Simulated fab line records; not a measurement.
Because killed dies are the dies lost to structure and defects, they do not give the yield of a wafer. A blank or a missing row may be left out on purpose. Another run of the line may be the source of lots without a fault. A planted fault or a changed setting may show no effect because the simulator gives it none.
Comparing a struck lot with a sound one    flow n5_finfet    14 out of 1938 route steps
Sound: the wafers L777.1, L777.2, L777.3. Struck: wafers L787.2, L787.5. (L787.4 of the same lot was not struck and is left out.) The cause comes at the end.
Each step with rows lists, per side, the tool, then ch with its chambers, then its first start. Under that, the readings that differ: sound wafers    struck wafers    difference of the means    sigmas: that difference in standard deviations of wafers without a fault.
alike: readings whose means differ by less than 2 such deviations, and words and numbers that are the same on both sides. not compared: withheld readings, readings that some wafer has no value for, bounds like >300 that may hide the same value, and numbers for which the record gives no deviation and whose values overlap.
A row with sigmas, a row that says differs or no value, or rows on one side alone: a step with any of these is where the two part. Non-overlapping numbers with no deviation appear without sigmas and do not part them. A reading that every wafer of one side lacks parts them only if that side has two wafers or more.

N5_HKMG_FIN_CMP_94: polishes, stops on SiNx, t overpolish 4.7 s, target thk 43.299 nm.
  sound on cmp-03 ch 0,1,2, day 4 07:05; struck on cmp-01 ch 0,2, day 6 18:19
  alike: motor_current_A, slurry_flow_ml_min
N5_HKMG_FIN_INSPECT_28: inspects for defects (darkfield).
  sound: defect_inspect-02 at day 4 07:19; struck: defect_inspect-01 at day 6 18:33
  alike: raw_defect_count
N5_GATE_CUT_ETCHBACK_00: etches W in SF6/Cl2.
  sound on rie_metal-03 ch 1, day 4 07:21; struck on rie_metal-03 ch 0,1, day 6 18:35
  alike: drypump_motor_current_A, he_backside_leak_sccm, oes_product_au, throttle_valve_pct
  not compared: rf_hours_counter_h
then, 3 steps without rows for these wafers: N5_GATE_CUT_ETCH_56 (etches TiN in Cl2/Ar, target depth 21.6 nm); N5_GATE_CUT_ETCHBACK_30 (etches TiN in Cl2/Ar, target depth 3 nm); N5_GATE_CUT_VAPOR_ETCH_60 (etches HfO2 in BCl3/Cl2).
N5_GATE_CUT_ETCH_58: etches SiNx in CH3F/O2, target depth 17 nm, time 128.6 s.
  sound on rie_diel-01 ch 0,1,2, day 4 07:55; struck on rie_diel-02 ch 1, day 6 18:53
  alike: drypump_motor_current_A, oes_product_au, rf_vpp_V, showerhead_plenum_p_Torr, throttle_valve_pct
  not compared: rf_hours_counter_h
N5_GATE_CUT_STRIP_59: strips in N2/H2, time 20 s.
  sound on rie_diel-01 ch 0,1,2, day 4 08:01; struck on rie_diel-02 ch 1, day 6 18:59
  alike: drypump_motor_current_A, h2_flow_sccm, oes_product_au, rf_vpp_V, showerhead_plenum_p_Torr, throttle_valve_pct
  not compared: rf_hours_counter_h
then, 2 steps without rows for these wafers: N5_GATE_CUT_PRECLEAN_31 (cleans in DIW, time 300 s); N5_GATE_CUT_SRD_32 (time 30 s).
N5_GATE_CUT_SAC_CAP_01: material SiNx, target thk 24 nm, pulse time 1 s, ald cycles 480.
  sound on ald_sin-02 ch 0,1,2, day 4 08:14; struck on ald_sin-01 ch 2, day 6 19:25
reading             sound        struck    difference  sigmas
heater_power_w (W)  816 713 864  1012 992  +204        +2
  alike: precursor_pulse_height_rel
N5_GATE_CUT_PECVD_57: deposits SiNx from SiH4/NH3/N2, target thk 21 nm.
  sound on pecvd-04 ch 0,1,2, day 4 10:26; struck on pecvd-01 ch 0, day 6 21:36
reading                                      sound           struck     difference  sigmas
throttle_valve_pct (%)                       40.1 42.2 40.7  36.6 36.5  -4.5        -2
model.SiNx_of_GATE_CUT_PECVD_57.thk_nm (nm)  21.4 21.2 21.2  38.6 39.2  +17.6       
  alike: heater_power_w, showerhead_plenum_p_Torr
N5_GATE_CUT_CMP_02: polishes, stops on SiO2, t overpolish 12.7 s, target thk 0 nm.
  sound on cmp-01 ch 0,2,3, day 4 10:30; struck on cmp-03 ch 1,2, day 6 21:43
reading                 sound           struck     difference  sigmas
time_to_endpoint_s (s)  20.8 24.3 23.4  44.9 47.6  +23.4       +9
  alike: motor_current_A, slurry_flow_ml_min
-- record jumps: 8 days separate the struck wafers' starts on either side; left off in module GATE_CUT, taken up again in module PASSIVATION, whose first shown step is the route's number 1936 --
N5_PASSIVATION_PROBE_49:
  record: rows for the struck wafers here (prober-01, day 15 01:33), none for the sound ones

WHERE THEY PART
At N5_GATE_CUT_SAC_CAP_01 first; at N5_PASSIVATION_PROBE_49 last (within this record only).

WHY: what the simulator had put in
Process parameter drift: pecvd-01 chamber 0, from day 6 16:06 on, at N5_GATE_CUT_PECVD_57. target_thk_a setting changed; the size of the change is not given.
